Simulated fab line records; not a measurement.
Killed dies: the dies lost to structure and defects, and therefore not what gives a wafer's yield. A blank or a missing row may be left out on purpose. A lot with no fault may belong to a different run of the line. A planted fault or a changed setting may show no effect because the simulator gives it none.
fab line records	flow n5-finfet
record lots=6	wafers=18	last-day=18
route steps=1938 shown BEOL_M15@1777 PASSIVATION@1936
lots untouched by any fault: they come from a run of this same line in which no faults occurred
start-h: the number of hours between the record's first day and the start of the first shown wafer of the lot	wait-h: hours from the lot's prior step to this one	" unchanged from the row above	L1.1+2: a row that stands for several wafers	- no value, or no start given	* or withheld: withheld	< > ~ a bound
route shown NAME@n: a module of which the file shows steps, and the number in the route of the first	usual: the fault-free wafers' mean and standard deviation	same: alike in all rows	chamber/n: place in a boat	sites: per-site readings	_std_site: their standard deviation	_edge_site: outer sites' mean less inner sites'	radius-mm: for every site, how far away it sits from the centre of the wafer	mask NAME#n: copy n	behind: the last tool/chamber to shape the wafer	hold: the reason the lot was held/the length of the hold in hours/how it ended	device: the transistor (n, p or np) that didn't switch	end of line: the tests these same wafers got at the end of their route	step lacking rows: just its recipe	killed: not the wafer's yield, but the dies lost to structure and defects at the first sort	map: the dies of a wafer, with x for killed, . for not killed, _ for no die there
set.NAME: setting as actually run; set.NAME@STEP: the setting as run at that earlier step	model.NAME: the simulator's own value behind a step, which no gauge read
lots seen at some steps along the route; tables by step, rows by wafer
services: a tool's chamber out of use, with start hour (start-h, from the record's first day; less than 0 if before it), hours out, and reason
## steps
# step N5_BEOL_M15_EBR_06
# recipe solvent=PGMEA	ebr-width-mm=1.5
# step N5_BEOL_M15_SOFTBAKE_05
# recipe temp-c=130	time-s=60
# step N5_BEOL_M15_EXPOSE_07
# recipe mask-id=V14	na=0.8	source-shape=annular	sigma-inner=0.5	sigma-outer=0.8	polarization=unpolarized	attpsm-phase-deg=180	dose-mj=41.25
# step N5_BEOL_M15_PEB_08
# recipe peb-temp-c=130	peb-time-s=90
# step N5_BEOL_M15_DEVELOP_09
# recipe develop-time-s=45	rinse-liquid=diw	dry=air-spin	dev-temp-c=21
# step N5_BEOL_M15_HARDBAKE_14
# recipe temp-c=130	time-s=120
# step N5_BEOL_M15_CD_MEAS_10
# recipe target-cd-nm=360	landing-energy-ev=500	detector=se-inlens	polarity=opening
# usual cd-nm=359.5/1.6
lot.wafer	tool	chamber	start-h	wait-h	cd-nm
L941.1	cd-sem-01	0	255.10	-	360.7
L941.2	"	0	"	"	359.5
L941.3	"	0	"	"	362.5
L954.1	cd-sem-01	0	334.27	-	358.5
L954.2	"	0	"	"	358.1
L954.6	"	0	"	"	357.8
L955.1	cd-sem-01	0	337.76	-	360.3
L955.3	"	0	"	"	361.5
L955.6	"	0	"	"	359.8
L956.1	cd-sem-03	0	342.83	-	359.3
L956.4	"	0	"	"	358.8
L956.6	"	0	"	"	358.5
L964.1	cd-sem-03	0	396.13	-	359.9
L964.3	"	0	"	"	358.5
L964.6	"	0	"	"	359.3
L963.3	cd-sem-03	0	403.27	-	359.7
L963.5	"	0	"	"	359.3
L963.6	"	0	"	"	359.7
# step N5_BEOL_M15_OVL_MEAS_11
# recipe points-per-wafer=44
# usual V14_OVL=2/6.2
lot.wafer	tool	chamber	start-h	wait-h	V14_OVL[nm]
L941.1	overlay-02	0	255.13	0.0	10
L941.2	"	0	"	"	8
L941.3	"	0	"	"	13
L954.1	overlay-01	0	334.30	0.0	4
L954.2	"	0	"	"	-3
L954.6	"	0	"	"	-2
L955.1	overlay-01	0	337.79	0.0	-5
L955.3	"	0	"	"	-3
L955.6	"	0	"	"	3
L956.1	overlay-02	0	342.86	0.0	3
L956.4	"	0	"	"	-4
L956.6	"	0	"	"	-1
L964.1	overlay-01	0	396.16	0.0	-2
L964.3	"	0	"	"	-3
L964.6	"	0	"	"	-2
L963.3	overlay-02	0	403.30	0.0	4
L963.5	"	0	"	"	4
L963.6	"	0	"	"	11
# step N5_BEOL_M15_INSPECT_12
# recipe mode=adi	inspect-instrument=macro
# usual raw-defect-count=1.8/1.3
lot.wafer	tool	chamber	start-h	wait-h	raw-defect-count
L941.1	defect-inspect-02	-	255.15	0.0	1
L941.2	"	-	"	"	2
L941.3	"	-	"	"	2
L954.1	defect-inspect-02	-	334.32	0.0	2
L954.2	"	-	"	"	0
L954.6	"	-	"	"	1
L955.1	defect-inspect-02	-	337.82	0.0	3
L955.3	"	-	"	"	0
L955.6	"	-	"	"	2
L956.1	defect-inspect-01	-	342.88	0.0	2
L956.4	"	-	"	"	1
L956.6	"	-	"	"	4
L964.1	defect-inspect-01	-	396.18	0.0	2
L964.3	"	-	"	"	2
L964.6	"	-	"	"	1
L963.3	defect-inspect-01	-	403.33	0.0	2
L963.5	"	-	"	"	2
L963.6	"	-	"	"	3
# step N5_BEOL_M15_DESCUM_15
# recipe chemistry=O2	time-s=7.9	source-power-w=50	bias-power-w=20	pressure-mtorr=20	rf-frequency-hz=2.712e+07	temp-c=40	o2-flow-sccm=225
# usual chamber-pressure-mTorr=20.002/0.027	drypump-motor-current-A=5.7/0.31	oes-product-au=0.81/0.1	rf-vpp-V=242.9/1.2	showerhead-plenum-p-Torr=2.08/0.051	throttle-valve-pct=20.34/0.16
lot.wafer	tool	chamber	start-h	wait-h	chamber-pressure-mTorr	drypump-motor-current-A	oes-product-au	rf-hours-counter-h	rf-vpp-V	showerhead-plenum-p-Torr	throttle-valve-pct
L941.1	rie-diel-04	2	255.19	0.0	20.000	6.2	0.85	49	242.3	2.05	19.96
L941.2	"	0	"	"	20.012	5.6	0.97	7	245.4	2.14	20.18
L941.3	"	3	"	"	20.011	5.9	0.92	16	244.0	2.13	20.18
L954.1	rie-diel-01	2	334.36	0.0	19.982	5.4	0.94	14	242.0	2.05	20.52
L954.2	"	1	"	"	20.005	5.5	0.69	222	243.3	2.07	20.46
L954.6	"	2	"	"	19.987	5.4	0.93	-	242.5	2.05	20.52
L955.1	rie-diel-01	0	337.85	0.0	19.975	5.3	0.77	116	243.5	2.10	20.44
L955.3	"	1	"	"	19.980	5.5	0.70	223	242.8	2.07	20.44
L955.6	"	1	"	"	19.977	5.5	0.70	-	242.5	2.07	20.47
L956.1	rie-diel-04	0	342.92	0.0	20.005	5.6	0.90	42	242.6	2.13	20.24
L956.4	"	1	"	"	19.974	6.3	0.94	19	245.4	2.14	20.26
L956.6	"	2	"	"	19.982	6.2	0.81	-	242.3	2.04	20.02
L964.1	rie-diel-01	1	396.21	0.0	20.008	5.5	0.68	243	242.9	2.06	20.50
L964.3	"	3	"	"	19.993	5.7	0.68	210	242.3	1.98	20.40
L964.6	"	1	"	"	20.011	5.5	0.67	-	244.0	2.06	20.49
L963.3	rie-diel-05	2	403.36	0.0	19.987	5.9	0.89	17	242.0	2.06	20.19
L963.5	"	3	"	"	19.986	5.6	0.94	-	242.0	2.06	20.21
L963.6	"	0	"	"	20.012	5.4	0.82	-	243.7	2.21	20.49
# step N5_BEOL_M15_ETCH_59
# recipe chemistry=N2/H2	target=BARC	target-depth-a=890	overetch-a=267	time-s=67.9	ion-energy-ev=200	pressure-mtorr=30	source-w=840	bias-w=150	n2-flow-sccm=200	h2-flow-sccm=200
# usual chamber-pressure-mTorr=30.00/0.032	drypump-motor-current-A=5.7/0.31	h2-flow-sccm=199.9/0.54	oes-product-au=0.70/0.082	rf-vpp-V=523.5/2	showerhead-plenum-p-Torr=2.52/0.064	throttle-valve-pct=17.77/0.15
lot.wafer	tool	chamber	start-h	wait-h	chamber-pressure-mTorr	drypump-motor-current-A	h2-flow-sccm	oes-product-au	rf-hours-counter-h	rf-vpp-V	showerhead-plenum-p-Torr	throttle-valve-pct
L941.1	rie-diel-04	2	255.22	0.0	29.97	6.2	198.9	0.72	49	522.8	2.48	17.41
L941.2	"	0	"	"	29.97	5.7	200.0	0.82	7	525.2	2.62	17.67
L941.3	"	3	"	"	30.02	5.9	199.5	0.78	16	526.6	2.60	17.75
L954.1	rie-diel-01	2	334.39	0.0	30.02	5.3	200.2	0.79	14	523.9	2.49	17.92
L954.2	"	1	"	"	29.99	5.6	200.2	0.60	222	524.0	2.51	17.90
L954.6	"	2	"	"	29.99	5.4	199.3	0.79	-	523.0	2.50	17.95
L955.1	rie-diel-01	0	337.89	0.0	29.99	5.3	200.0	0.67	116	522.5	2.54	17.80
L955.3	"	1	"	"	30.05	5.6	199.0	0.61	223	524.7	2.51	17.91
L955.6	"	1	"	"	29.97	5.5	199.7	0.61	-	523.7	2.51	17.91
L956.1	rie-diel-04	0	342.95	0.0	30.00	5.6	199.6	0.75	42	526.2	2.60	17.73
L956.4	"	1	"	"	30.03	6.3	199.9	0.79	19	527.0	2.59	17.63
L956.6	"	2	"	"	30.02	6.2	200.1	0.69	-	521.4	2.47	17.46
L964.1	rie-diel-01	1	396.25	0.0	30.04	5.5	199.5	0.60	243	523.3	2.50	17.94
L964.3	"	3	"	"	29.99	5.7	199.7	0.60	210	520.4	2.41	17.88
L964.6	"	1	"	"	30.01	5.5	199.4	0.59	-	522.0	2.50	17.93
L963.3	rie-diel-05	2	403.39	0.0	30.00	5.9	201.3	0.77	17	522.8	2.49	17.60
L963.5	"	3	"	"	30.01	5.6	200.2	0.82	-	522.3	2.49	17.52
L963.6	"	0	"	"	30.05	5.4	199.5	0.70	-	528.6	2.68	17.82
# step N5_BEOL_M15_VIA_ETCH_16
# recipe chemistry=C4F8/O2/Ar	target=SiO2	he-inner-torr=15	he-outer-torr=30	target-depth-a=17922	time-s=withheld	ion-energy-ev=800	pressure-mtorr=20	source-w=1905	bias-w=2040	Ar_flow_sccm=400	C4F8_flow_sccm=16	O2_flow_sccm=12	ends=cleared
# usual O2_flow_sccm=12.00/0.039	chamber-pressure-mTorr=19.999/0.019	drypump-motor-current-A=5.7/0.31	he-inner-torr=15.000/0.028	oes_ar_750_au=0.82/0.093	oes-product-au=0.73/0.092	rf-vpp-V=2223/40	showerhead-plenum-p-Torr=3.41/0.095	throttle-valve-pct=30.76/0.28
lot.wafer	tool	chamber	start-h	wait-h	O2_flow_sccm	chamber-pressure-mTorr	drypump-motor-current-A	he-inner-torr	oes_ar_750_au	oes-product-au	rf-vpp-V	showerhead-plenum-p-Torr	throttle-valve-pct
L941.1	rie-diel-04	2	255.27	0.0	12.00	20.033	6.2	14.991	0.85	0.76	2233	3.33	30.08
L941.2	"	0	"	"	12.03	20.017	5.7	15.001	0.94	0.86	2160	3.53	30.82
L941.3	"	3	"	"	12.01	20.028	5.9	15.001	0.91	0.81	2234	3.52	30.85
L954.1	rie-diel-01	2	334.44	0.0	11.98	19.997	5.4	15.004	0.92	0.83	2254	3.39	31.13
L954.2	"	1	"	"	11.99	20.001	5.5	14.990	0.71	0.63	2253	3.38	30.64
L954.6	"	2	"	"	12.01	20.029	5.3	14.969	0.93	0.84	2254	3.39	31.14
L955.1	rie-diel-01	0	337.94	0.0	11.95	20.000	5.3	15.019	0.78	0.69	2164	3.46	30.99
L955.3	"	1	"	"	12.01	20.004	5.5	15.005	0.71	0.64	2252	3.38	30.65
L955.6	"	1	"	"	12.00	19.989	5.5	15.023	0.71	0.63	2251	3.38	30.66
L956.1	rie-diel-04	0	343.00	0.0	12.01	20.020	5.6	15.018	0.87	0.80	2158	3.52	30.85
L956.4	"	1	"	"	12.01	20.011	6.3	14.997	0.92	0.85	2285	3.50	30.73
L956.6	"	2	"	"	11.94	20.002	6.2	14.976	0.81	0.73	2230	3.32	30.10
L964.1	rie-diel-01	1	396.30	0.0	12.04	19.998	5.6	15.042	0.70	0.61	2251	3.37	30.66
L964.3	"	3	"	"	11.95	19.979	5.7	15.007	0.69	0.62	2246	3.24	30.57
L964.6	"	1	"	"	12.01	19.982	5.6	15.037	0.70	0.62	2250	3.37	30.66
L963.3	rie-diel-05	2	403.44	0.0	11.98	20.017	5.9	14.961	0.89	0.80	2174	3.39	30.71
L963.5	"	3	"	"	12.05	19.958	5.6	14.950	0.93	0.84	2197	3.40	30.74
L963.6	"	0	"	"	12.08	20.004	5.4	15.037	0.82	0.73	2203	3.64	31.15
# step N5_BEOL_M15_STRIP_63
# recipe chemistry=O2	power-w=600	temp-c=60	pressure-mtorr=30	rf-frequency-hz=6e+07	bias-power-w=0	overash-fraction=0.3	o2-flow-sccm=225
# usual bias-power-w=0/0	chamber-pressure-mTorr=30.00/0.049	drypump-motor-current-A=5.7/0.31	oes-product-au=0.81/0.1	rf-vpp-V=3.8/0.77	showerhead-plenum-p-Torr=2.08/0.051	throttle-valve-pct=16.58/0.16
lot.wafer	tool	chamber	start-h	wait-h	bias-power-w	chamber-pressure-mTorr	drypump-motor-current-A	oes-product-au	rf-hours-counter-h	rf-vpp-V	showerhead-plenum-p-Torr	throttle-valve-pct	model.coat_of_BEOL_M15_COAT_04.thk-nm
L941.1	rie-diel-04	2	255	-	0	29.99	6.2	0.84	50	4.0	2.06	16.22	0
L941.2	"	0	"	"	0	29.99	5.6	0.95	7	3.9	2.15	16.38	0
L941.3	"	3	"	"	0	30.00	5.9	0.90	16	3.5	2.13	16.39	0
L954.1	rie-diel-01	2	334	-	0	30.05	5.4	0.93	14	4.4	2.06	16.72	0
L954.2	"	1	"	"	0	30.04	5.5	0.69	222	3.7	2.08	16.76	0
L954.6	"	2	"	"	0	29.98	5.4	0.93	-	3.6	2.06	16.71	0
L955.1	rie-diel-01	0	338	-	-	-	-	-	-	-	-	-	336.4
L955.3	"	1	"	"	-	-	-	-	-	-	-	-	337.6
L955.6	"	1	"	"	-	-	-	-	-	-	-	-	328.2
L956.1	rie-diel-04	0	343	-	-	-	-	-	-	-	-	-	333.8
L956.4	"	1	"	"	-	-	-	-	-	-	-	-	313.6
L956.6	"	2	"	"	-	-	-	-	-	-	-	-	307.8
L964.1	rie-diel-01	1	396	-	0	29.93	5.5	0.69	243	4.0	2.07	16.78	0
L964.3	"	3	"	"	0	29.97	5.7	0.67	211	3.9	1.99	16.66	0
L964.6	"	1	"	"	0	30.02	5.5	0.68	-	3.5	2.07	16.78	0
L963.3	rie-diel-05	2	403	-	0	29.95	5.9	0.89	17	3.8	2.06	16.39	0
L963.5	"	3	"	"	0	29.94	5.6	0.93	-	3.5	2.07	16.43	0
L963.6	"	0	"	"	0	29.96	5.4	0.82	-	4.2	2.22	16.67	0
# step N5_BEOL_M15_STRIP_64
# recipe chemistry=O2	power-w=600	temp-c=60	pressure-mtorr=30	rf-frequency-hz=6e+07	bias-power-w=0	overash-fraction=0.3	o2-flow-sccm=225
# usual chamber-pressure-mTorr=30.00/0.03	drypump-motor-current-A=5.7/0.31	oes-product-au=0.81/0.1	rf-vpp-V=3.7/0.51	showerhead-plenum-p-Torr=2.08/0.051	throttle-valve-pct=16.58/0.16
# same bias-power-w=0
lot.wafer	tool	chamber	start-h	wait-h	chamber-pressure-mTorr	drypump-motor-current-A	oes-product-au	rf-hours-counter-h	rf-vpp-V	showerhead-plenum-p-Torr	throttle-valve-pct
L941.1	rie-diel-04	2	-	-	30.01	6.2	0.84	50	4.6	2.06	16.22
L941.2	"	0	"	"	29.99	5.6	0.97	7	2.8	2.15	16.39
L941.3	"	3	"	"	30.02	5.9	0.91	16	4.6	2.13	16.41
L954.1	rie-diel-01	2	-	-	29.97	5.4	0.92	14	3.2	2.06	16.72
L954.2	"	1	"	"	30.05	5.5	0.69	222	3.9	2.08	16.75
L954.6	"	2	"	"	29.98	5.4	0.93	-	3.7	2.06	16.70
L955.1	rie-diel-01	0	-	-	30.03	5.3	0.77	116	3.2	2.10	16.68
L955.3	"	1	"	"	30.05	5.5	0.70	224	3.6	2.08	16.75
L955.6	"	1	"	"	30.02	5.5	0.71	-	2.2	2.08	16.77
L956.1	rie-diel-04	0	-	-	29.99	5.6	0.89	42	4.0	2.14	16.46
L956.4	"	1	"	"	29.96	6.3	0.96	19	4.4	2.14	16.49
L956.6	"	2	"	"	30.08	6.2	0.82	-	5.8	2.05	16.32
L964.1	rie-diel-01	1	-	-	30.02	5.5	0.68	243	3.6	2.07	16.80
L964.3	"	3	"	"	29.99	5.7	0.68	211	3.8	1.99	16.67
L964.6	"	1	"	"	30.00	5.5	0.68	-	3.9	2.07	16.81
L963.3	rie-diel-05	2	-	-	29.99	5.8	0.90	17	3.9	2.06	16.40
L963.5	"	3	"	"	30.02	5.6	0.95	-	3.3	2.07	16.43
L963.6	"	0	"	"	29.97	5.4	0.81	-	3.0	2.22	16.70
# step N5_PASSIVATION_PROBE_49
# usual defect-limited-yield=91.0/1.5	killed_at_M0_to_M3=33/9.4	killed_at_M4_up=14/4.8	killed-at-contacts=13/7.3	killed-at-front-end=43/13	killed-at-other=3.6/2.9	killed-dies=106/18	killed-on-rim=14/4.2	killed-open=69/13	killed-short=35/8.2	sort_bin_5_function=5.3/1	sort_bin_6_memory=3.3/0.68	sort_bin_8_speed=0.01/0.027	sort-n-pass=1074/18	sort-yield-pct=91.0/1.5
# same gross-dies=1180	killed-at-back-side=0	sort_bin_4_leakage[%]=0
lot.wafer	tool	chamber	start-h	wait-h	defect-limited-yield[%]	killed_at_M0_to_M3	killed_at_M4_up	killed-at-contacts	killed-at-front-end	killed-at-other	killed-dies	killed-on-rim	killed-open	killed-short	sort_bin_5_function[%]	sort_bin_6_memory[%]	sort_bin_8_speed[%]	sort-n-pass	sort-yield-pct[%]
L954.1	prober-01	-	358.10	0.0	90.3	35	8	18	49	5	115	17	76	38	5.3	4.2	0	1065	90.3
L954.2	prober-01	-	358.15	0.1	92.7	23	8	4	45	6	86	8	53	32	3.9	3.0	0	1094	92.7
L954.6	prober-01	-	358.35	0.3	92.3	41	8	5	34	3	91	15	69	21	4.6	2.9	0	1089	92.3
L963.3	prober-01	-	428.23	0.1	93.3	33	11	4	25	6	79	11	52	25	3.8	2.5	0	1101	93.3
L963.5	prober-01	-	428.33	0.2	91.1	42	14	6	40	3	105	17	72	32	5.6	3.1	0	1075	91.1
L963.6	prober-01	-	428.38	0.3	91.6	32	15	20	22	10	99	15	61	37	4.5	3.5	0	1081	91.6
# killed by level:class
L954.1 FIN_SAQP:geometric-particle:open=18 BEOL_M1:geometric-particle:open=15 MOL_CONTACT_COAG:geometric-particle:open=11 BEOL_M0_SAQP:geometric-particle:short=10 DUMMY_GATE:geometric-particle:open=7 MOL_CONTACT_COAG:geometric-particle:short=7 STI_FIN_REVEAL:geometric-particle:open=6 BEOL_M5:geometric-particle:open=5
L954.2 STI_FIN_REVEAL:geometric-particle:open=13 FIN_SAQP:geometric-particle:short=9 STI_FIN_REVEAL:geometric-particle:short=8 BEOL_M3:geometric-particle:open=6 BEOL_M1:geometric-particle:open=5 FIN_SAQP:geometric-particle:open=4 ILD0:geometric-particle:open=4 BEOL_M0_SAQP:geometric-particle:open=4
L954.6 FIN_SAQP:geometric-particle:open=10 BEOL_M0_SAQP:geometric-particle:open=9 BEOL_M3:geometric-particle:open=9 STI_FIN_REVEAL:geometric-particle:open=7 BEOL_M0_SAQP:geometric-particle:short=6 BEOL_M1:geometric-particle:open=6 BEOL_M2:geometric-particle:open=6 ILD0:geometric-particle:open=4
L963.3 BEOL_M0_SAQP:geometric-particle:open=11 BEOL_M1:geometric-particle:short=7 STI_FIN_REVEAL:geometric-particle:open=7 BEOL_M3:geometric-particle:open=6 FIN_SAQP:geometric-particle:short=5 BEOL_M2:geometric-particle:open=4 BEOL_M4:geometric-particle:open=4 BEOL_M5:geometric-particle:open=4
L963.5 BEOL_M3:geometric-particle:open=12 GATE_CUT:geometric-particle:open=11 BEOL_M0_SAQP:geometric-particle:open=9 STI_FIN_REVEAL:geometric-particle:open=8 BEOL_M0_SAQP:geometric-particle:short=8 BEOL_M2:geometric-particle:open=8 BEOL_M6:geometric-particle:open=6 GATE_CUT:geometric-particle:short=5
L963.6 MOL_CONTACT_COAG:geometric-particle:open=13 BEOL_M3:geometric-particle:open=10 MOL_CONTACT_COAG:geometric-particle:short=7 BEOL_M4:geometric-particle:open=7 BEOL_M0_SAQP:geometric-particle:open=6 BEOL_M0_SAQP:geometric-particle:short=5 BEOL_M1:geometric-particle:short=3 DUMMY_GATE:geometric-particle:open=3
## services
tool	chamber	start-h	hours	kind
rie-diel-01	2	236.17	32.3	repair
rie-diel-01	-	236.82	0.8	repair
rie-diel-04	1	253.83	13.9	repair
rie-diel-01	2	268.72	-	clean
rie-diel-01	2	268.72	-	consumable-replace:focus-ring
rie-diel-01	2	268.72	27.5	scheduled-down
rie-diel-01	2	268.72	27.5	vent-cycle
rie-diel-04	1	274.71	-	clean
rie-diel-04	1	274.71	-	consumable-replace:focus-ring
rie-diel-04	1	274.71	15.4	scheduled-down
rie-diel-04	1	274.71	15.4	vent-cycle
rie-diel-01	1	279.30	8.4	repair
rie-diel-01	3	286.15	4.1	repair
rie-diel-04	3	287.19	4.6	repair
rie-diel-05	-	295.90	14.6	pm
rie-diel-05	2	318.19	-	clean
rie-diel-05	2	318.19	-	consumable-replace:focus-ring
rie-diel-05	2	318.19	28.1	scheduled-down
rie-diel-05	2	318.19	28.1	vent-cycle
rie-diel-05	3	346.31	-	clean
rie-diel-05	3	346.31	-	consumable-replace:focus-ring
rie-diel-05	3	346.31	18.5	scheduled-down
rie-diel-05	3	346.31	18.5	vent-cycle
rie-diel-04	-	382.56	2.8	pm
## key
first-sign step=N5_BEOL_M15_STRIP_63	reading=tool-record	direction=missing
effect none on later readings
model-effect step=N5_BEOL_M15_STRIP_63	value=coat_of_BEOL_M15_COAT_04.thk-nm	without=0	struck=326.2
met-at N5_BEOL_M15_STRIP_63
struck-wafers L955.1,L955.3,L955.6,L956.1,L956.4,L956.6
onset-between 334 338
fault kind=skipped-step-whole	tool=rie-diel-01,rie-diel-04	chamber=-	onset-h=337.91	steps=N5_BEOL_M15_STRIP_63	scope=struck-lots-only
